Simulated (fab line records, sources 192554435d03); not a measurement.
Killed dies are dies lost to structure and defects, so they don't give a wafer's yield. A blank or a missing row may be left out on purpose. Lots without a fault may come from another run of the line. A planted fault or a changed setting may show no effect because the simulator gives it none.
Split-lot experiment | flow n5_finfet | 7 lots, 21 wafers read, on a route of 1938 steps

THE SPLIT
At N5_SDB_COAT_05 (resist thk 90 nm), the setting spin_rpm was moved away from the recipe's 1500 rpm on 4 of the 21 wafers read, by -5.3% to +3.7%. The other wafers ran this setting at the recipe's value.

FROM THE SPLIT TO THE READING: what the file shows between them, 4 steps
- N5_SDB_EBR_07
- N5_SDB_SOFTBAKE_06: time 60 s
- N5_SDB_EXPOSE_08: exposes mask SDB
- N5_SDB_PEB_09: peb time 60 s

THE READING
CAR-ArF_of_SDB_COAT_05.thk_nm (the simulator's own value, which no gauge read), in nm, at N5_SDB_DEVELOP_10 (develop time 30 s). The file gives no usual value for it. The 17 wafers here that ran the recipe average 88.4 nm, standard deviation 0.28 nm.

wafer  | tool, chamber at the split | spin_rpm as run, rpm | against the recipe | CAR-ArF_of_SDB_COAT_05.thk_nm, nm | against lot-mates on the recipe
L082.1 | litho_track-04, 0          | 1500                 | recipe             | 88.4                              | -
L082.2 | litho_track-04, 0          | 1500                 | recipe             | 88.2                              | -
L082.6 | litho_track-04, 0          | 1500                 | recipe             | 88.2                              | -
L083.1 | litho_track-04, 0          | 1500                 | recipe             | 88.6                              | -
L083.4 | litho_track-04, 0          | 1500                 | recipe             | 88.2                              | -
L083.6 | litho_track-04, 0          | 1500                 | recipe             | 88.4                              | -
L087.1 | litho_track-03, 0          | 1555                 | +3.7%              | 86.8                              | -1.3
L087.4 | litho_track-03, 0          | 1500                 | recipe             | 88                                | -
L087.6 | litho_track-03, 0          | 1500                 | recipe             | 88.2                              | -
L090.2 | litho_track-04, 0          | 1500                 | recipe             | 88.8                              | -
L090.3 | litho_track-04, 0          | 1500                 | recipe             | 88.6                              | -
L090.5 | litho_track-04, 0          | 1500                 | recipe             | 89.2                              | -
L092.1 | litho_track-01, 0          | 1500                 | recipe             | 88.2                              | -
L092.3 | litho_track-01, 0          | 1500                 | recipe             | 88.6                              | -
L092.5 | litho_track-01, 0          | 1500                 | recipe             | 88.4                              | -
L093.3 | litho_track-03, 0          | 1500                 | recipe             | 88.2                              | -
L093.4 | litho_track-03, 0          | 1420                 | -5.3%              | 90.6                              | +2.3
L093.6 | litho_track-03, 0          | 1500                 | recipe             | 88.4                              | -
L094.1 | litho_track-03, 0          | 1500                 | recipe             | 88.4                              | -
L094.5 | litho_track-03, 0          | 1554                 | +3.6%              | 87                                | -1.4
L094.6 | litho_track-03, 0          | 1554                 | +3.6%              | 86.6                              | -1.8

THE FIT
A straight line over all 21 wafers: CAR-ArF_of_SDB_COAT_05.thk_nm changes by -0.429 nm for each +1% of spin_rpm; r = -0.95; the points scatter about the line by 0.27 nm.
The same after taking each lot's own level away (the mean of its wafers on the recipe; 21 wafers): -0.422 nm for each +1%; r = -0.98; scatter 0.17 nm.
On that fit, the largest move of spin_rpm shifts the reading by 2.2 nm.
The lots' own levels span 88.10 to 88.87 nm, that is 2.8 times the standard deviation above.
So the lot-to-lot level changes the slope little: the two slopes agree.
Check: with one of the wafers moved furthest among these (-5.3%) left out of the fit, the line predicts +2.21 nm for it against its lot-mates. It came out at +2.3 nm against them.

OTHER SPLITS ON THESE WAFERS
These wafers also went through other splits before the reading. Each is held against what the fit with the lots' levels taken away leaves over:
other split on the same wafers          | wafers away from the commonest value | r with CAR-ArF_of_SDB_COAT_05.thk_nm (lot level and that fit taken away)
N5_ZERO_LAYER_EXPOSE_08 dose_mj         | 10                                   | +0.11
N5_ZERO_LAYER_DEVELOP_10 develop_time_s | 8                                    | -0.02
N5_WELL_APT_COAT_02 spin_rpm            | 8                                    | +0.35
N5_FIN_CUT_EXPOSE_05 dose_mj            | 6                                    | +0.24
N5_DUMMY_GATE_COAT_09 spin_rpm          | 6                                    | -0.24
N5_SD_EPI_P_PEB_07 peb_time_s           | 11                                   | -0.16
N5_SD_EPI_P_ETCH_37 source_w            | 6                                    | -0.08
N5_ILD0_CMP_03 down_force_psi           | 6                                    | +0.01

THE WHOLE CHAIN: every reading that the file lists as answering this split, in the file's order
step              | what it does      | reading                                                                        | change (the file's fit)               | r (the file's)
N5_SDB_COAT_05    | resist thk 90 nm  | CAR-ArF_of_SDB_COAT_05.thk_nm (the simulator's own value, which no gauge read) | -0.413 nm for each +1% of the setting | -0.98
N5_SDB_DEVELOP_10 | develop time 30 s | CAR-ArF_of_SDB_COAT_05.thk_nm (the simulator's own value, which no gauge read) | -0.416 nm for each +1% of the setting | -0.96

THE FILE'S OWN FIT
CAR-ArF_of_SDB_COAT_05.thk_nm changes by -0.416 nm for each +1% of spin_rpm, r = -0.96.
